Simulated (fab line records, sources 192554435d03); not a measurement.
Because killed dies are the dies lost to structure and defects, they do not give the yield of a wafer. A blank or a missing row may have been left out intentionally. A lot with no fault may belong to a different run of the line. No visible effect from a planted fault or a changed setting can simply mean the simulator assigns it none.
A lot that was struck, set against a sound lot :: flow n5Finfet :: 15 steps out of a route of 1938
Sound: wafers L644.3, L644.5, L644.6. Struck: wafer L637.1. (L637.5, L637.6 of the same lot were not struck and are left out.) The cause comes at the end.
At each step with rows: each side's tool, then ch and its chambers, then its first start. Under that, the readings that differ: sound wafers :: struck wafers :: difference of the means :: sigmas: that difference in standard deviations of wafers without a fault.
alike: same words and numbers on both sides, and readings whose means sit less than 2 such deviations apart. not compared: any withheld reading, any reading some wafer has no value for, any bound like >300 that may hide the same value, and any number with overlapping values for which the record gives no deviation.
The two part at a step that has a row with sigmas, a row that says differs or no value, or rows on one side only. Numbers that don't overlap but have no deviation are shown without sigmas and don't part them. A reading missing from all wafers of one side parts the sides only when that side holds two or more wafers.

first, 8 steps without rows for these wafers: N5_BEOL_M10_COAT_63 (time 60 s, resist thk 100 nm); N5_BEOL_M10_COAT_64 (time 60 s, resist thk 30 nm); N5_BEOL_M10_COAT_22 (resist thk 90 nm); N5_BEOL_M10_EBR_24; N5_BEOL_M10_SOFTBAKE_23 (time 60 s); N5_BEOL_M10_EXPOSE_25 (exposes mask V9); N5_BEOL_M10_PEB_26 (peb time 60 s); N5_BEOL_M10_DEVELOP_27 (develop time 30 s).
N5_BEOL_M10_CD_MEAS_28: the cd target is 70 nm.
  sound on cdSem-02 ch 0, day 16 12:08; struck on cdSem-02 ch 0, day 13 21:31
reading: cdNm (nm)
sound: 69.1 69.0 68.5
struck: 71.0
difference: +2.1
sigmas: +2
N5_BEOL_M10_OVL_MEAS_29:
  sound on overlay-02 ch 0, day 16 12:10; struck on overlay-02 ch 0, day 13 21:33
  alike: V9_OVL
N5_BEOL_M10_INSPECT_30: inspects for defects (brightfield).
  sound on defectInspect-02, day 16 12:11; struck on defectInspect-02, day 13 21:34
  alike: rawDefectCount
N5_BEOL_M10_DESCUM_33: chemistry O2, time 7.9 s.
  sound on rieDiel-04 ch 0,1,3, day 16 12:13; struck on rieDiel-06 ch 1, day 13 22:01
  alike: drypumpMotorCurrentA, oesProductAu, rfVppV, showerheadPlenumPTorr, throttleValvePct
  not compared: rfHoursCounterH
N5_BEOL_M10_ETCH_65: etches SiARC in CF4, target depth 39 nm, time 65 s.
  sound on rieDiel-04 ch 0,1,3, day 16 12:15; struck on rieDiel-06 ch 1, day 13 22:04
reading: etchRfOnTimeS (s)
sound: 63.6 64.0 63.7
struck: 44.8
difference: -19.0
sigmas: -17

reading: oesProductAu (a.u.)
sound: 0.69 0.75 0.73
struck: 0.85
difference: +0.13
sigmas: +2
  alike: drypumpMotorCurrentA, rfVppV, showerheadPlenumPTorr, throttleValvePct
  not compared: rfHoursCounterH
N5_BEOL_M10_ETCH_66: etches SOC in N2/H2, target depth 120 nm, overetch 24 nm, time 180 s.
  sound on rieDiel-04 ch 0,1,3, day 16 12:18; struck on rieDiel-06 ch 1, day 13 22:07
  alike: drypumpMotorCurrentA, h2FlowSccm, n2FlowSccm, oesProductAu, rfVppV, showerheadPlenumPTorr, throttleValvePct
  not compared: rfHoursCounterH
-- here the record skips 2 days between the struck wafers' starts before and after, leaving off in module BEOL_M10 and picking up in module PASSIVATION (first step shown: number 1936 of the route) --
N5_PASSIVATION_PROBE_49:
  sound on prober-01, day 18 12:52; struck on prober-02, day 16 10:04
  alike: defectLimitedYield, killed_at_M0_to_M3, killed_at_M4_up, killedAtContacts, killedAtFrontEnd, killedAtOther, killedDies, killedOpen, killedShort, sort_bin_5_function, sort_bin_6_memory, sortNPass, sortYieldPct

## WHERE THEY PART
Earliest at N5_BEOL_M10_CD_MEAS_28; latest, in this record, at N5_BEOL_M10_ETCH_65. Later steps at which nothing parts them and some readings are alike: N5_BEOL_M10_ETCH_66, N5_PASSIVATION_PROBE_49.

WHY: whatever the simulator had introduced
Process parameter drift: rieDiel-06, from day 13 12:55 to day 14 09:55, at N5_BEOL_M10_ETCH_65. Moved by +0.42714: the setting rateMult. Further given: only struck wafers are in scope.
